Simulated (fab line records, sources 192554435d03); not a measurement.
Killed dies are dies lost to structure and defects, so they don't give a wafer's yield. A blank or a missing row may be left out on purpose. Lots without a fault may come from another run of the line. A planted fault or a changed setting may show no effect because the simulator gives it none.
fab line records | flow n5_finfet
record lots=8 wafers=24 last_day=18
route steps=1938 shown FIN_SAQP@96 BEOL_M4@1111 PASSIVATION@1936
lots that met no fault: from a run of the same line without faults
start_h: hours from the record's first day to the start of the lot's first wafer shown | wait_h: hours since the lot's step before | " the same as in the row above | L1.1+2: a row that stands for several wafers | - no value, or no start given | * or withheld: withheld | < > ~ a bound
route shown NAME@n: a module of which the file shows steps, and the number in the route of the first | usual: mean/standard deviation of fault-free wafers | same: alike in all rows | chamber/n: place in a boat | sites: the reading at each site | _std_site: their standard deviation | _edge_site: outer sites' mean less inner sites' | radius_mm: how far each site lies from the wafer's centre | mask NAME#n: copy n | behind: the tool/chamber that last shaped the wafer | hold: why the lot was held/for how many hours/how that ended | device: the transistor (n, p or np) that didn't switch | end of line: the same wafers' tests at the end of the route | a step without rows: its recipe alone | killed: dies lost to structure and defects at the first sort, not the wafer's yield | map: a wafer's dies, x killed, . not, _ none there
set.NAME: the setting as run; set.NAME@STEP: as run at that earlier step | model.NAME: the simulator's own value behind a step, which no gauge read
steps of the route over a sample of lots; a table a step, a row a wafer
services: from which hour (start_h, from the record's first day; less than 0 if before it) a tool's chamber was out of use, for how many hours, and why
## steps
# step N5_FIN_SAQP_HM_DEP_03
# recipe material=SiNx target_thk_a=380 temp_c=400 precursor=SiH4/NH3/N2 pressure_torr=1.5 rf_w=300 time_s=33.6
# usual heater_power_w=779/98 showerhead_plenum_p_Torr=5.10/0.057 throttle_valve_pct=39.3/1.3
# same time_s=33.6
# columns lot.wafer tool chamber start_h wait_h heater_power_w showerhead_plenum_p_Torr throttle_valve_pct
L969.2 pecvd-01 0 51.48 0.2 851 5.12 39.6
L969.4 " 1 " " 738 5.07 40.1
L969.6 " 0 " " 851 5.12 39.4
L970.1 pecvd-04 1 58.82 0.2 881 5.05 38.6
L970.2 " 2 " " 852 5.18 35.2
L970.4 " 2 " " 836 5.19 35.2
L971.1 pecvd-01 2 64.16 0.2 792 5.10 38.1
L971.3 " 1 " " 780 5.07 40.3
L971.6 " 0 " " 785 5.10 39.5
L981.2 pecvd-04 2 123.53 0.2 853 5.20 35.7
L981.3 " 1 " " 876 5.06 38.8
L981.6 " 1 " " 875 5.05 38.7
L982.1 pecvd-02 0 130.51 0.2 560 5.15 39.5
L982.3 " 2 " " 661 5.02 39.3
L982.4 " 1 " " 789 5.16 41.2
L984.1 pecvd-01 0 142.80 0.2 830 5.12 39.8
L984.2 " 2 " " 775 5.12 38.2
L984.6 " 0 " " 881 5.13 39.9
L985.2 pecvd-01 2 148.54 0.2 864 5.10 38.5
L985.3 " 1 " " 753 5.07 39.9
L985.5 " 2 " " 855 5.12 38.5
L986.1 pecvd-04 2 155.48 0.2 887 5.20 36.0
L986.2 " 1 " " 925 5.04 39.0
L986.4 " 2 " " 851 5.19 35.6
# step N5_FIN_SAQP_MANDREL_ETCH_22
# recipe target_depth_a=600 chemistry=HBr/Cl2 target=a-Si stop_on=SiNx bt_time_s=10 over_etch_frac=0.5 time_s=30 pressure_mtorr=10 icp_w=800 bias_w=75 HBr_flow_sccm=150 Cl2_flow_sccm=80 ends=end_point
# usual drypump_motor_current_A=5.5/0.48 oes_product_au=0.767/0.012 over_etch_frac=0.5/0 throttle_valve_pct=35.45/0.19
# columns lot.wafer tool chamber start_h wait_h drypump_motor_current_A oes_product_au over_etch_frac rf_hours_counter_h throttle_valve_pct
L969.2 rie_si-06 2 52.54 0.0 5.7 0.666 0.89915 87 35.51
L969.4 " 3 " " 5.6 0.676 0.89915 20 35.65
L969.6 " 0 " " 4.9 0.684 0.89915 - 35.76
L970.1 rie_si-06 3 59.98 0.0 5.5 0.661 0.89915 20 35.69
L970.2 " 1 " " 5.1 0.672 0.89915 154 35.36
L970.4 " 2 " " 5.7 0.668 0.89915 87 35.51
L971.1 rie_si-06 2 65.21 0.0 5.7 0.666 0.89915 87 35.52
L971.3 " 1 " " 5.1 0.676 0.89915 154 35.34
L971.6 " 2 " " 5.7 0.672 0.89915 - 35.50
L981.2 rie_si-06 2 125.26 0.0 5.7 0.753 0.5 89 35.32
L981.3 " 1 " " 5.1 0.767 0.5 155 35.18
L981.6 " 1 " " 5.1 0.771 0.5 - 35.14
L982.1 rie_si-06 1 132.52 0.0 5.1 0.759 0.5 155 35.19
L982.3 " 3 " " 5.5 0.758 0.5 22 35.51
L982.4 " 0 " " 4.9 0.778 0.5 101 35.55
L984.1 rie_si-06 0 144.08 0.0 4.9 0.762 0.5 101 35.57
L984.2 " 1 " " 5.1 0.766 0.5 156 35.15
L984.6 " 2 " " 5.7 0.770 0.5 - 35.33
L985.2 rie_si-03 3 149.70 0.0 6.2 0.768 0.5 84 35.83
L985.3 " 2 " " 5.3 0.760 0.5 170 35.65
L985.5 " 2 " " 5.3 0.770 0.5 - 35.66
L986.1 rie_si-01 2 157.87 0.0 5.5 0.747 0.5 70 35.78
L986.2 " 0 " " 4.9 0.757 0.5 49 35.28
L986.4 " 1 " " 6.5 0.783 0.5 5 35.54
# step N5_FIN_SAQP_SPACER1_ALD_24
# recipe material=SiO2 target_thk_a=203 temp_c=300 ald_precursor_family=BDEAS ald_co_reactant=O2-plasma pulse_time_s=1 purge_time_s=2 co_reactant_purge_time_s=2 ald_cycles=218 pressure_torr=2
# usual heater_power_w=479/60 precursor_pulse_height_rel=1.006/0.018
# columns lot.wafer tool chamber start_h wait_h heater_power_w precursor_pulse_height_rel
L969.2 ald_sin-01 1 53.35 0.3 390 1.005
L969.4 " 1 " " 373 0.943
L969.6 " 3 " " 455 1.030
L970.1 ald_sin-04 3 61.13 0.6 477 0.995
L970.2 " 0 " " 480 1.040
L970.4 " 3 " " 483 1.028
L971.1 ald_sin-02 1 66.01 0.3 487 1.000
L971.3 " 3 " " 480 1.009
L971.6 " 3 " " 476 1.053
L981.2 ald_sin-04 2 126.08 0.3 534 1.005
L981.3 " 0 " " 473 1.024
L981.6 " 0 " " 476 1.010
L982.1 ald_sin-01 1 133.56 0.3 391 1.027
L982.3 " 3 " " 475 0.966
L982.4 " 1 " " 390 1.003
L984.1 ald_sin-02 3 144.92 0.3 492 1.037
L984.2 " 2 " " 506 1.029
L984.6 " 2 " " 509 1.013
L985.2 ald_sin-01 3 150.56 0.3 463 1.036
L985.3 " 1 " " 386 0.991
L985.5 " 2 " " 478 0.990
L986.1 ald_sin-01 2 158.72 0.3 484 1.026
L986.2 " 3 " " 469 1.027
L986.4 " 0 " " 441 1.011
# step N5_FIN_SAQP_ETCH_57
# recipe chemistry=CH3F/O2 target=SiNx mask_material=SiO2 target_depth_a=325 time_s=46.4 pressure_mtorr=30 source_w=395 bias_w=73 Ar_flow_sccm=150 CH3F_flow_sccm=30 O2_flow_sccm=20 ion_energy_ev=120 ends=cleared
# usual CH3F_flow_sccm=30.01/0.088 drypump_motor_current_A=5.8/0.35 etch_rf_on_time_s=46.1/0.79 oes_product_au=0.64/0.059 rf_vpp_V=295.7/2.9 showerhead_plenum_p_Torr=1.96/0.081 throttle_valve_pct=16.44/0.24
# columns lot.wafer tool chamber start_h wait_h CH3F_flow_sccm drypump_motor_current_A etch_rf_on_time_s oes_product_au rf_hours_counter_h rf_vpp_V showerhead_plenum_p_Torr throttle_valve_pct
L969.2 rie_diel-06 0 54.37 0.0 30.08 5.7 38.3 0.76 51 292.7 1.94 16.07
L969.4 " 1 " " 29.98 5.4 40.2 0.58 241 293.2 1.88 16.50
L969.6 " 1 " " 29.97 5.4 39.9 0.58 - 290.2 1.88 16.51
L970.1 rie_diel-03 1 62.09 0.0 30.10 5.9 40.8 0.59 218 297.9 2.06 16.83
L970.2 " 0 " " 29.83 5.5 39.4 0.63 174 295.7 1.99 16.19
L970.4 " 2 " " 30.16 6.2 40.2 0.68 - 295.8 1.85 16.52
L971.1 rie_diel-05 1 67.07 0.1 29.91 5.9 38.4 0.62 176 297.9 1.91 16.06
L971.3 " 0 " " 30.05 5.3 38.1 0.63 197 295.0 1.91 16.80
L971.6 " 2 " " 29.94 5.3 39.8 0.60 - 292.5 1.89 16.47
L981.2 rie_diel-03 3 127.48 0.3 29.92 6.2 45.9 0.67 91 298.6 2.11 16.56
L981.3 " 1 " " 30.02 5.9 46.3 0.58 245 296.4 2.05 16.90
L981.6 " 2 " " 30.07 6.1 45.8 0.65 - 297.9 1.85 16.55
L982.1 rie_diel-03 2 134.56 0.0 29.96 6.2 45.1 0.65 150 294.7 1.84 16.59
L982.3 " 3 " " 30.03 6.2 44.8 0.68 95 298.5 2.11 16.57
L982.4 " 1 " " 29.93 6.0 47.4 0.58 248 297.6 2.05 16.87
L984.1 rie_diel-03 0 146.12 0.1 30.10 5.5 46.4 0.61 210 295.4 1.98 16.28
L984.2 " 3 " " 29.94 6.1 44.8 0.68 100 299.1 2.11 16.57
L984.6 " 2 " " 30.07 6.2 45.9 0.64 - 296.2 1.84 16.57
L985.2 rie_diel-06 2 152.06 0.5 29.97 6.3 46.3 0.59 246 292.0 1.97 16.51
L985.3 " 1 " " 29.91 5.4 44.6 0.79 22 296.7 2.12 16.07
L985.5 " 0 " " 29.98 5.8 46.4 0.71 - 291.7 1.93 16.13
L986.1 rie_diel-03 1 159.85 0.1 29.88 5.9 44.1 0.85 1 296.6 2.05 16.43
L986.2 " 3 " " 30.04 6.1 45.0 0.67 108 299.0 2.11 16.60
L986.4 " 0 " " 30.06 5.6 45.9 0.61 217 295.9 1.98 16.29
# step N5_FIN_SAQP_ETCH_65
# recipe chemistry=CF4 target=SiO2 target_depth_a=40 ion_energy_ev=350 time_s=4.4 pressure_mtorr=10 icp_w=800 bias_w=400 cf4_flow_sccm=80
# usual drypump_motor_current_A=5.6/0.54 oes_product_au=0.989/0.014 throttle_valve_pct=21.92/0.14
# same time_s=4.4
# columns lot.wafer tool chamber start_h wait_h drypump_motor_current_A oes_product_au rf_hours_counter_h throttle_valve_pct
L969.2 rie_si-03 1 54.48 0.1 5.4 0.964 7 21.80
L969.4 " 2 " " 5.3 0.983 168 22.13
L969.6 " 0 " " 6.4 0.991 - 21.89
L970.1 rie_si-03 3 62.20 0.1 6.1 1.001 82 22.06
L970.2 " 2 " " 5.3 0.998 168 22.14
L970.4 " 1 " " 5.4 0.969 7 21.81
L971.1 rie_si-01 2 67.18 0.1 5.5 0.964 68 22.05
L971.3 " 3 " " 4.9 0.989 8 21.80
L971.6 " 2 " " 5.5 0.981 - 22.05
L981.2 rie_si-06 0 127.59 0.1 4.9 0.984 101 21.97
L981.3 " 3 " " 5.5 0.974 22 22.01
L981.6 " 0 " " 4.9 1.002 - 21.98
L982.1 rie_si-06 3 134.67 0.1 5.5 0.991 22 22.01
L982.3 " 2 " " 5.7 0.982 89 21.72
L982.4 " 1 " " 5.1 1.012 155 21.63
L984.1 rie_si-01 2 146.22 0.1 5.5 0.976 70 22.06
L984.2 " 1 " " 6.5 1.016 5 21.87
L984.6 " 2 " " 5.5 0.978 - 22.05
L985.2 rie_si-03 3 152.17 0.1 6.1 1.004 84 22.07
L985.3 " 0 " " 6.4 0.979 33 21.87
L985.5 " 0 " " 6.4 0.983 - 21.89
L986.1 rie_si-06 0 159.96 0.1 4.9 0.986 101 21.96
L986.2 " 1 " " 5.1 1.001 156 21.62
L986.4 " 3 " " 5.5 0.983 - 22.00
# step N5_BEOL_M4_RC_MEAS_101
# usual DIBL_N=35.9/1.3 DIBL_P=36.3/1.5 IOFF_N=0.153/0.023 IOFF_P=0.208/0.028 ION_N=672/9.7 ION_P=462/6.6 SS_N=71.5/0.53 SS_P=73.3/0.59 VT_N=250.4/2.7 VT_P=-250.5/3
# columns lot.wafer tool chamber start_h wait_h DIBL_N[mV/V] DIBL_P[mV/V] IOFF_N[nA/um] IOFF_P[nA/um] ION_N[uA/um] ION_P[uA/um] SS_N[mV/dec] SS_P[mV/dec] VT_N[mV] VT_P[mV]
L969.2 prober-02 0 211.64 0.2 35.9 36.9 0.143 0.198 655 451 71.9 72.9 253.9 -255.0
L969.4 " 0 " " 37.1 38.6 0.173 0.225 671 461 71.3 73.9 248.6 -249.8
L969.6 " 0 " " 34.8 36.6 0.137 0.194 666 459 70.9 72.7 251.7 -250.7
L970.1 prober-01 0 223.00 0.0 36.8 37.2 0.170 0.235 681 470 72.2 73.8 248.3 -249.1
L970.2 " 0 " " 36.9 35.8 0.168 0.222 685 469 70.7 73.4 248.3 -250.4
L970.4 " 0 " " 35.7 35.7 0.149 0.217 671 467 71.8 73.9 252.0 -249.9
L971.1 prober-01 0 225.15 0.0 37.4 38.0 0.171 0.221 674 466 72.1 74.5 248.5 -248.4
L971.3 " 0 " " 37.9 38.7 0.185 0.240 677 466 70.7 74.4 249.1 -250.1
L971.6 " 0 " " 38.0 39.7 0.196 0.259 682 477 72.0 74.4 246.2 -249.4
L981.2 prober-01 0 279.33 0.2 34.7 36.2 0.135 0.171 677 456 71.2 72.8 253.7 -255.0
L981.3 " 0 " " 35.2 36.0 0.140 0.176 667 455 71.5 73.7 252.1 -255.3
L981.6 " 0 " " 34.3 35.4 0.126 0.161 663 456 71.2 73.0 253.5 -255.1
L982.1 prober-02 0 304.84 0.0 34.6 34.6 0.142 0.180 679 461 70.4 72.8 248.7 -251.5
L982.3 " 0 " " 36.1 35.9 0.158 0.198 679 460 71.5 73.5 250.2 -250.3
L982.4 " 0 " " 35.8 36.2 0.146 0.207 666 456 71.8 73.4 252.1 -248.1
L984.1 prober-01 0 309.20 0.0 35.8 38.0 0.168 0.216 673 462 71.5 73.4 249.3 -252.6
L984.2 " 0 " " 32.8 34.6 0.121 0.176 669 460 71.3 72.8 251.3 -253.5
L984.6 " 0 " " 34.9 37.1 0.152 0.203 685 474 71.5 73.5 252.4 -249.4
L985.2 prober-02 0 313.32 0.2 37.1 38.5 0.190 0.239 690 472 71.4 74.4 247.0 -248.6
L985.3 " 0 " " 36.4 37.5 0.170 0.215 691 468 71.4 74.6 248.6 -250.0
L985.5 " 0 " " 36.6 37.4 0.165 0.209 679 462 71.7 73.0 249.0 -248.8
L986.1 prober-02 0 316.46 0.0 34.8 35.7 0.130 0.177 667 465 71.1 73.4 252.7 -253.0
L986.2 " 0 " " 35.1 36.5 0.138 0.189 674 461 71.4 72.4 252.6 -253.8
L986.4 " 0 " " 36.2 37.1 0.155 0.208 671 459 71.0 73.0 252.4 -251.6
# step N5_PASSIVATION_PROBE_49
# usual defect_limited_yield=91.1/1.5 killed_at_M0_to_M3=35/9.5 killed_at_M4_up=13/5.2 killed_at_contacts=12/6.1 killed_at_front_end=41/14 killed_at_other=3.8/2.9 killed_dies=105/17 killed_open=70/13 killed_short=33/8.4 sort_bin_5_function=5.1/0.97 sort_bin_6_memory=3.4/0.69 sort_bin_8_speed=0.00/0.007 sort_n_pass=1075/17 sort_yield_pct=91.1/1.5
# same gross_dies=1180 killed_at_back_side=0 sort_bin_4_leakage[%]=0
# columns lot.wafer tool chamber start_h wait_h defect_limited_yield[%] killed_at_M0_to_M3 killed_at_M4_up killed_at_contacts killed_at_front_end killed_at_other killed_dies killed_open killed_short sort_bin_5_function[%] sort_bin_6_memory[%] sort_bin_8_speed[%] sort_n_pass sort_yield_pct[%]
L969.2 prober-01 - 318.47 0.1 89.8 37 15 11 55 2 120 68 51 5.8 3.8 0 1060 89.8
L969.4 prober-01 - 318.57 0.2 91.4 25 13 5 55 3 101 56 45 5.3 3.1 0 1079 91.4
L969.6 prober-01 - 318.67 0.3 90.3 29 9 7 63 7 115 70 43 5.8 3.1 0 1065 90.3
L971.1 prober-01 - 332.17 0.0 91.5 42 10 10 30 8 100 67 31 4.4 3.6 0 1080 91.5
L971.3 prober-01 - 332.27 0.1 93.6 29 15 9 19 3 75 58 17 3.3 3.1 0 1105 93.6
L971.6 prober-01 - 332.42 0.3 92.9 47 11 4 15 7 84 51 31 4.6 2.1 0 1096 92.9
L981.2 prober-02 - 385.26 0.1 91.4 32 12 19 36 2 101 58 36 5.3 3.1 0 1079 91.4
L981.3 prober-02 - 385.31 0.1 89.7 57 8 14 40 2 121 71 47 6.0 3.7 0 1059 89.7
L981.6 prober-02 - 385.46 0.3 88.3 42 11 43 38 4 138 86 52 6.2 4.9 0 1042 88.3
L982.1 prober-01 - 411.93 0.0 91.0 22 4 15 61 4 106 78 27 5.0 3.8 0 1074 91.0
L982.3 prober-01 - 412.03 0.1 88.6 37 12 11 71 3 134 94 40 6.6 4.7 0 1046 88.6
L982.4 prober-01 - 412.08 0.2 90.4 25 13 7 60 8 113 83 30 5.9 3.4 0 1067 90.4
L985.2 prober-01 - 416.84 0.1 93.1 46 12 6 13 5 82 66 15 4.7 2.1 0 1098 93.1
L985.3 prober-01 - 416.89 0.1 92.1 34 11 8 33 7 93 55 38 3.8 3.6 0 1087 92.1
L985.5 prober-01 - 416.99 0.2 92.7 32 7 11 25 11 86 53 30 4.3 2.7 0 1094 92.7
L984.1 prober-01 - 417.66 0.0 92.4 38 21 8 22 1 90 57 30 4.7 2.8 0 1090 92.4
L984.2 prober-01 - 417.71 0.1 93.0 26 22 10 23 2 83 63 20 4.3 2.5 0 1097 93.0
L984.6 prober-01 - 417.91 0.3 92.4 24 25 10 30 1 90 56 29 4.5 2.4 0 1090 92.4
# killed by level:class
L969.2 FIN_SAQP:geometric_particle:short=10 FIN_SAQP:geometric_particle:open=10 BEOL_M3:geometric_particle:open=9 MOL_CONTACT_COAG:geometric_particle:open=9 BEOL_M0_SAQP:geometric_particle:short=9 STI_FIN_REVEAL:geometric_particle:open=7 BEOL_M4:geometric_particle:open=7 GATE_CUT:geometric_particle:short=5
L969.4 FIN_SAQP:geometric_particle:short=11 FIN_SAQP:geometric_particle:open=8 STI_FIN_REVEAL:geometric_particle:open=7 GATE_CUT:geometric_particle:short=7 BEOL_M0_SAQP:geometric_particle:short=6 BEOL_M0_SAQP:geometric_particle:open=6 BEOL_M3:geometric_particle:short=6 DUMMY_GATE:geometric_particle:open=4
L969.6 DUMMY_GATE:geometric_particle:open=11 GATE_CUT:geometric_particle:short=10 STI_FIN_REVEAL:geometric_particle:open=8 FIN_SAQP:geometric_particle:open=7 FIN_SAQP:geometric_particle:short=7 BEOL_M0_SAQP:geometric_particle:open=7 BEOL_M3:geometric_particle:open=7 GATE_CUT:geometric_particle:open=6
L971.1 BEOL_M0_SAQP:geometric_particle:short=14 BEOL_M0_SAQP:geometric_particle:open=11 MOL_CONTACT_COAG:geometric_particle:open=10 BEOL_M1:geometric_particle:open=8 STI_FIN_REVEAL:geometric_particle:open=7 DUMMY_GATE:geometric_particle:open=6 GATE_CUT:geometric_particle:short=5 BEOL_M5:geometric_particle:open=5
L971.3 BEOL_M0_SAQP:geometric_particle:open=11 MOL_CONTACT_COAG:geometric_particle:open=9 BEOL_M0_SAQP:geometric_particle:short=7 BEOL_M2:geometric_particle:open=7 FIN_SAQP:geometric_particle:open=5 BEOL_M4:geometric_particle:open=5 BEOL_M3:geometric_particle:open=4 BEOL_M6:geometric_particle:open=4
L971.6 BEOL_M0_SAQP:geometric_particle:open=17 BEOL_M0_SAQP:geometric_particle:short=14 STI_FIN_REVEAL:geometric_particle:open=5 BEOL_M2:geometric_particle:open=5 BEOL_M5:geometric_particle:open=5 MOL_CONTACT_COAG:geometric_particle:open=3 BEOL_M3:geometric_particle:short=3 FIN_SAQP:geometric_particle:open=2
L981.2 MOL_CONTACT_COAG:geometric_particle:open=14 FIN_SAQP:geometric_particle:short=11 BEOL_M1:geometric_particle:open=7 FIN_SAQP:geometric_particle:open=5 BEOL_M3:geometric_particle:open=5 DUMMY_GATE:geometric_particle:open=4 BEOL_M0_SAQP:geometric_particle:open=4 BEOL_M2:geometric_particle:open=4
L981.3 BEOL_M0_SAQP:geometric_particle:open=15 BEOL_M0_SAQP:geometric_particle:short=10 BEOL_M1:geometric_particle:open=10 FIN_SAQP:geometric_particle:short=9 MOL_CONTACT_COAG:geometric_particle:open=8 GATE_CUT:geometric_particle:short=7 BEOL_M2:geometric_particle:open=7 FIN_SAQP:geometric_particle:open=6
L981.6 MOL_CONTACT_COAG:geometric_particle:open=33 BEOL_M0_SAQP:geometric_particle:open=10 MOL_CONTACT_COAG:geometric_particle:short=10 BEOL_M3:geometric_particle:open=10 GATE_CUT:geometric_particle:short=8 FIN_SAQP:geometric_particle:short=6 STI_FIN_REVEAL:geometric_particle:open=6 BEOL_M0_SAQP:geometric_particle:short=6
L982.1 STI_FIN_REVEAL:geometric_particle:open=33 MOL_CONTACT_COAG:geometric_particle:open=12 FIN_SAQP:geometric_particle:open=7 BEOL_M1:geometric_particle:open=7 BEOL_M0_SAQP:geometric_particle:short=5 GATE_CUT:geometric_particle:short=5 FIN_SAQP:geometric_particle:short=4 STI_FIN_REVEAL:geometric_particle:short=4
L982.3 STI_FIN_REVEAL:geometric_particle:open=19 FIN_SAQP:geometric_particle:open=12 MOL_CONTACT_COAG:geometric_particle:open=11 GATE_CUT:geometric_particle:short=10 BEOL_M0_SAQP:geometric_particle:open=10 FIN_SAQP:geometric_particle:short=9 DUMMY_GATE:geometric_particle:open=7 BEOL_M1:geometric_particle:open=6
L982.4 STI_FIN_REVEAL:geometric_particle:open=25 FIN_SAQP:geometric_particle:open=10 STI_FIN_REVEAL:geometric_particle:short=8 BEOL_M1:geometric_particle:open=8 DUMMY_GATE:geometric_particle:open=7 BEOL_M0_SAQP:geometric_particle:open=7 BEOL_M4:geometric_particle:open=6 MOL_CONTACT_COAG:geometric_particle:open=6
L985.2 BEOL_M3:geometric_particle:open=15 BEOL_M1:geometric_particle:open=14 BEOL_M0_SAQP:geometric_particle:open=8 BEOL_M2:geometric_particle:open=4 BEOL_M8:geometric_particle:open=4 STARTING-WAFER:geometric_particle:open=4 DUMMY_GATE:geometric_particle:open=3 MOL_CONTACT_COAG:geometric_particle:open=3
L985.3 FIN_SAQP:geometric_particle:short=8 BEOL_M0_SAQP:geometric_particle:open=8 BEOL_M0_SAQP:geometric_particle:short=8 FIN_SAQP:geometric_particle:open=6 MOL_CONTACT_COAG:geometric_particle:open=6 BEOL_M4:geometric_particle:open=5 SDB:geometric_particle:open=4 BEOL_M2:geometric_particle:short=4
L985.5 MOL_CONTACT_COAG:geometric_particle:open=9 DUMMY_GATE:geometric_particle:open=8 BEOL_M1:geometric_particle:open=6 STI_FIN_REVEAL:geometric_particle:open=5 BEOL_M0_SAQP:geometric_particle:open=5 BEOL_M0:geometric_particle:short=4 BEOL_M1:geometric_particle:short=4 MIM_BOT:geometric_particle:open=3
L984.1 BEOL_M3:geometric_particle:open=10 BEOL_M4:geometric_particle:open=7 BEOL_M0_SAQP:geometric_particle:open=7 MOL_CONTACT_COAG:geometric_particle:open=6 BEOL_M0_SAQP:geometric_particle:short=6 GATE_CUT:geometric_particle:short=5 STARTING-WAFER:geometric_particle:open=5 STI_FIN_REVEAL:geometric_particle:open=4
L984.2 MOL_CONTACT_COAG:geometric_particle:open=10 BEOL_M3:geometric_particle:open=9 BEOL_M4:geometric_particle:open=9 STI_FIN_REVEAL:geometric_particle:open=6 FIN_SAQP:geometric_particle:open=5 BEOL_M2:geometric_particle:open=5 FIN_SAQP:geometric_particle:short=4 BEOL_M7:geometric_particle:open=4
L984.6 BEOL_M4:geometric_particle:open=12 STI_FIN_REVEAL:geometric_particle:open=8 MOL_CONTACT_COAG:geometric_particle:open=8 HKMG_FIN:area_etch=5 BEOL_M2:geometric_particle:short=4 BEOL_M2:geometric_particle:open=4 BEOL_M3:geometric_particle:open=4 STARTING-WAFER:geometric_particle:short=4
## services
# columns tool chamber start_h hours kind
rie_diel-03 1 31.15 8.8 repair
ald_sin-02 - 42.57 14.6 pm
rie_diel-05 - 47.80 1.1 repair
rie_si-01 0 47.97 5.0 repair
ald_sin-04 1 48.07 2.6 repair
ald_sin-01 2 52.79 8.0 repair
pecvd-04 1 53.59 4.6 repair
rie_diel-03 3 54.33 32.3 repair
ald_sin-04 1 59.57 6.5 repair
ald_sin-02 - 78.45 1.6 repair
ald_sin-02 - 85.25 14.0 pm
pecvd-01 - 111.50 10.5 repair
pecvd-02 - 115.42 1.9 repair
rie_diel-05 - 117.79 14.6 pm
ald_sin-04 3 121.37 8.2 repair
rie_diel-06 0 131.83 6.3 repair
ald_sin-01 2 132.12 6.5 repair
ald_sin-04 0 133.24 22.3 repair
rie_diel-05 - 143.02 12.1 repair
rie_si-06 2 149.47 39.4 repair
ald_sin-01 0 149.81 5.6 repair
pecvd-01 - 151.25 28.1 pm
rie_si-06 1 152.53 3.0 repair
rie_si-03 - 153.58 0.2 repair
## key
first_sign step=N5_FIN_SAQP_MANDREL_ETCH_22 reading=over_etch_frac direction=up sigmas=99+ usual=0.5 struck=0.89915
effect step=N5_FIN_SAQP_MANDREL_ETCH_22 reading=oes_product_au direction=down sigmas=7.9 usual=0.767 struck=0.671
effect step=N5_FIN_SAQP_ETCH_57 reading=etch_rf_on_time_s direction=down sigmas=8.4 usual=* struck=*
met_at N5_FIN_SAQP_MANDREL_ETCH_22
struck_lots L969,L970,L971
not_acting_at N5_FIN_SAQP_HM_DEP_03,N5_FIN_SAQP_SPACER1_ALD_24,N5_FIN_SAQP_ETCH_65
fault kind=process_parameter_drift tool=rie_si-06 chamber=- onset_h=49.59 steps=N5_FIN_SAQP_MANDREL_ETCH_22 channel=over_etch_frac offset=0.39915 shape=step end_h=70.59 acts_in=these_recipes_only stated=0.5
